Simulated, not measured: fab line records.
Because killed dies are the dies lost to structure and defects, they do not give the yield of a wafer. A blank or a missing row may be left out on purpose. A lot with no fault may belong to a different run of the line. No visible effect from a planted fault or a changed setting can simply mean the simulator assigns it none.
Which tool is to blame?	flow n5 finfet	72 wafers from 24 lots sampled at 4 of the route's 1938 steps

== WHAT THE GAUGES SHOWED, per wafer ==
N5_BEOL_M13_CD_MEAS_28: the cd target is 209.5 nm. Usual: cd nm at 209.5 nm, with a standard deviation of 1.6.
lot	measured	on	cd nm (nm)	flag
L076	day 12 09:05	cd sem-01	209.5 210.5 210.3	
L074	day 12 13:50	cd sem-03	211.7 210.7 210.4	
L077	day 12 14:56	cd sem-01	208.0 209.2 209.8	
L075	day 12 17:49	cd sem-01	210.1 210.3 209.9	
L078	day 13 14:09	cd sem-01	208.6 210.1 207.9	
L080	day 13 17:50	cd sem-01	208.2 209.9 207.9	
L079	day 13 18:13	cd sem-01	208.5 208.1 208.0	
L081	day 13 18:43	cd sem-03	209.5 207.9 210.1	
L082	day 14 04:56	cd sem-01	209.9 209.0 210.7	
L083	day 14 23:10	cd sem-03	208.0 207.6 210.3	
L084	day 15 05:04	cd sem-01	207.7 209.2 209.1	
L087	day 15 10:07	cd sem-03	209.4 208.5 209.6	
L085	day 15 13:36	cd sem-03	209.6 210.1 209.0	
L086	day 15 13:53	cd sem-03	207.7 208.7 209.2	
L091	day 16 17:55	cd sem-01	210.5 212.3 211.3	
L089	day 16 17:59	cd sem-03	212.4 210.7 211.7	
L090	day 16 20:05	cd sem-02	208.3 208.1 209.4	
L088	day 16 20:46	cd sem-02	207.9 208.3 206.1	
L092	day 16 20:22	cd sem-01	212.3 212.1 212.3	
L094	day 17 16:20	cd sem-03	211.9 211.8 213.9	
L093	day 17 17:29	cd sem-01	209.8 209.1 209.4	
L095	day 17 21:57	cd sem-01	207.2 207.7 207.9	
L097	day 18 01:14	cd sem-03	210.9 210.7 211.3	
L096	day 18 08:10	cd sem-03	208.5 208.5 208.3	

== WHAT TOOL EACH LOT RAN ON (gives the tool, then ch and the chambers of the sampled wafers, and finally the start) ==
lot	N5_BEOL_M12_STRIP_37	N5_BEOL_M12_ANNEAL_48	N5_BEOL_M13_DESCUM_15
L076	plasma asher-02 ch 0,1, day 12 03:46	rtp anneal-01 ch 0, day 12 06:47	rie diel-02 ch 1,3, day 12 08:13
L074	plasma asher-01 ch 0,1, day 12 08:58	rtp anneal-01 ch 0, day 12 11:25	rie diel-02 ch 0,1,3, day 12 12:58
L077	plasma asher-01 ch 0,1, day 12 11:22	rtp anneal-01 ch 0, day 12 12:40	rie diel-05 ch 1,2,3, day 12 13:56
L075	plasma asher-01 ch 0,1, day 12 12:08	rtp anneal-02 ch 0, day 12 15:30	rie diel-01 ch 0,2,3, day 12 16:49
L078	plasma asher-02 ch 0,1, day 13 09:20	rtp anneal-01 ch 0, day 13 11:49	rie diel-05 ch 0,1,2, day 13 13:18
L080	plasma asher-02 ch 0,1, day 13 14:10	rtp anneal-01 ch 0, day 13 15:25	rie diel-02 ch 0,2,3, day 13 16:52
L079	plasma asher-02 ch 0,1, day 13 14:38	rtp anneal-02 ch 0, day 13 15:56	rie diel-02 ch 0,1,2, day 13 17:14
L081	plasma asher-01 ch 0,1, day 13 14:40	rtp anneal-01 ch 0, day 13 16:18	rie diel-05 ch 0,1,2, day 13 17:44
L082	plasma asher-01 ch 1, day 13 22:27	rtp anneal-02 ch 0, day 14 02:29	rie diel-02 ch 0,1,3, day 14 03:58
L083	plasma asher-02 ch 0,1, day 14 18:19	rtp anneal-02 ch 0, day 14 20:56	rie diel-05 ch 0,1,2, day 14 22:18
L084	plasma asher-01 ch 0,1, day 15 00:27	rtp anneal-02 ch 0, day 15 02:16	rie diel-01 ch 2,3, day 15 04:00
L087	plasma asher-01 ch 0,1, day 15 05:04	rtp anneal-01 ch 0, day 15 07:43	rie diel-02 ch 0,1,2, day 15 09:05
L085	plasma asher-02 ch 0,1, day 15 07:37	rtp anneal-02 ch 0, day 15 11:19	rie diel-05 ch 0,1, day 15 12:44
L086	plasma asher-01 ch 0,1, day 15 07:55	rtp anneal-01 ch 0, day 15 11:19	rie diel-01 ch 0,1, day 15 12:53
L091	plasma asher-01 ch 0,1, day 16 13:31	rtp anneal-02 ch 0, day 16 15:32	rie diel-01 ch 0,2, day 16 16:55
L089	plasma asher-02 ch 0, day 16 14:20	rtp anneal-02 ch 0, day 16 15:51	rie diel-05 ch 0,3, day 16 17:08
L090	plasma asher-01 ch 0,1, day 16 14:50	rtp anneal-02 ch 0, day 16 17:47	rie diel-05 ch 1,2,3, day 16 19:07
L088	plasma asher-01 ch 0,1, day 16 15:46	rtp anneal-01 ch 0, day 16 18:23	rie diel-02 ch 1,2,3, day 16 19:47
L092	plasma asher-01 ch 0,1, day 16 16:08	rtp anneal-02 ch 0, day 16 18:06	rie diel-01 ch 1,2, day 16 19:23
L094	plasma asher-02 ch 0,1, day 17 05:55	rtp anneal-01 ch 0, day 17 14:05	rie diel-01 ch 2,3, day 17 15:21
L093	plasma asher-01 ch 1, day 17 07:31	rtp anneal-02 ch 0, day 17 15:09	rie diel-01 ch 0,1,3, day 17 16:30
L095	plasma asher-02 ch 0,1, day 17 15:06	rtp anneal-02 ch 0, day 17 19:38	rie diel-02 ch 0,1, day 17 21:05
L097	plasma asher-02 ch 0,1, day 17 22:05	rtp anneal-02 ch 0, day 17 23:00	rie diel-02 ch 1,2,3, day 18 00:22
L096	plasma asher-01 ch 0,1, day 18 03:05	rtp anneal-01 ch 0, day 18 05:57	rie diel-02 ch 0,1, day 18 07:19
- N5_BEOL_M12_STRIP_37: strips in N2/H2.
- N5_BEOL_M12_ANNEAL_48: time 90 s.
- N5_BEOL_M13_DESCUM_15: chemistry O2, time 7.9 s.

== WHAT THE TOOLS THEMSELVES READ (means of the sampled wafers that have a number; where no wafer has one, the mark that the record gives instead) ==
N5_BEOL_M12_STRIP_37. Usual: drypump motor current A 6.38 A, standard deviation 0.077; heater power w 320 W, standard deviation 16; oes product au 0.793 a.u., standard deviation 0.0099.
lot	tool	drypump motor current A (A)	heater power w (W)	oes product au (a.u.)	flag
L076	plasma asher-02	6.29	329	0.791	
L074	plasma asher-01	6.37	315	0.781	
L077	plasma asher-01	6.41	311	0.794	
L075	plasma asher-01	6.43	310	0.801	
L078	plasma asher-02	6.35	335	0.790	
L080	plasma asher-02	6.37	336	0.789	
L079	plasma asher-02	6.30	328	0.793	
L081	plasma asher-01	6.42	310	0.789	
L082	plasma asher-01	6.40	314	0.786	
L083	plasma asher-02	6.36	343	0.795	
L084	plasma asher-01	6.40	311	0.790	
L087	plasma asher-01	6.42	314	0.794	
L085	plasma asher-02	6.30	332	0.800	
L086	plasma asher-01	6.41	314	0.804	
L091	plasma asher-01	6.41	309	0.800	
L089	plasma asher-02	6.24	320	0.790	
L090	plasma asher-01	6.44	310	0.791	
L088	plasma asher-01	6.39	312	0.803	
L092	plasma asher-01	6.40	315	0.797	
L094	plasma asher-02	6.37	340	0.797	
L093	plasma asher-01	6.40	318	0.786	
L095	plasma asher-02	6.30	331	0.799	
L097	plasma asher-02	6.37	335	0.801	
L096	plasma asher-01	6.42	308	0.790	

N5_BEOL_M12_ANNEAL_48. Usual: wafer_temp_C_max at 226.08, with a standard deviation of 0.25.
lot	tool	wafer_temp_C_max	flag
L076	rtp anneal-01	226.14	
L074	rtp anneal-01	226.22	
L077	rtp anneal-01	226.44	
L075	rtp anneal-02	225.95	
L078	rtp anneal-01	225.75	
L080	rtp anneal-01	225.81	
L079	rtp anneal-02	226.26	
L081	rtp anneal-01	225.89	
L082	rtp anneal-02	226.18	
L083	rtp anneal-02	226.12	
L084	rtp anneal-02	226.14	
L087	rtp anneal-01	225.80	
L085	rtp anneal-02	226.18	
L086	rtp anneal-01	225.88	
L091	rtp anneal-02	226.19	
L089	rtp anneal-02	225.95	
L090	rtp anneal-02	226.38	
L088	rtp anneal-01	225.91	
L092	rtp anneal-02	226.22	
L094	rtp anneal-01	226.02	
L093	rtp anneal-02	226.07	
L095	rtp anneal-02	226.15	
L097	rtp anneal-02	226.14	
L096	rtp anneal-01	225.84	

N5_BEOL_M13_DESCUM_15. Usual: drypump motor current A 5.9 A, standard deviation 0.34; oes product au 0.81 a.u., standard deviation 0.087; rf vpp V 243.6 V, standard deviation 1.3; showerhead plenum p Torr 2.12 Torr, standard deviation 0.062; throttle valve pct 20.44 %, standard deviation 0.23.
lot	tool	drypump motor current A (A)	oes product au (a.u.)	rf vpp V (V)	showerhead plenum p Torr (Torr)	throttle valve pct (%)	flag
L076	rie diel-02	5.9	0.88	244.3	2.15	20.24	
L074	rie diel-02	5.8	0.82	244.7	2.16	20.49	
L077	rie diel-05	5.6	0.80	242.3	2.07	20.40	
L075	rie diel-01	6.0	0.85	243.8	2.14	20.44	
L078	rie diel-05	5.7	0.70	243.3	2.07	20.47	
L080	rie diel-02	6.0	0.75	243.3	2.14	20.56	
L079	rie diel-02	5.8	0.75	243.3	2.10	20.45	
L081	rie diel-05	5.7	0.70	242.5	2.07	20.47	
L082	rie diel-02	5.8	0.81	243.8	2.16	20.49	
L083	rie diel-05	5.7	0.81	242.5	2.07	20.38	
L084	rie diel-01	5.8	0.86	244.2	2.17	20.36	
L087	rie diel-02	5.8	0.85	243.9	2.10	20.36	
L085	rie diel-05	6.0	0.80	242.9	2.09	20.39	
L086	rie diel-01	6.2	0.82	243.5	2.11	20.59	
L091	rie diel-01	6.1	0.82	243.6	2.13	20.52	
L089	rie diel-05	5.9	0.89	243.9	2.13	20.36	
L090	rie diel-05	5.6	0.76	242.6	2.06	20.44	
L088	rie diel-02	6.0	0.86	244.8	2.12	20.23	
L092	rie diel-01	5.8	0.86	244.3	2.16	20.50	
L094	rie diel-01	5.8	0.85	244.5	2.17	20.38	
L093	rie diel-01	6.0	0.80	243.2	2.11	20.56	
L095	rie diel-02	5.6	0.75	244.0	2.13	20.70	
L097	rie diel-02	6.0	0.85	243.2	2.12	20.25	
L096	rie diel-02	5.6	0.79	244.2	2.11	20.45	

== THE ANSWER, worked out from the rows above alone ==
Rule: lot off if the mean of its wafers having a number is beyond 3 standard deviations from the usual mean. Also off: a lot with no number at a reading for which 4 or more lots have one. Any other lot the step has rows for is counted as sound. Order of review: gauges by route order, followed by the tools' own readings, for which a lot's mean as printed above is used. The first step at which some lot is off is used, and at that step the reading that is off furthest; a lot without a number counts as furthest.
Nothing can be told from this: no lot is off at any reading shown.

== WHAT THE SIMULATOR HAD PUT IN ==
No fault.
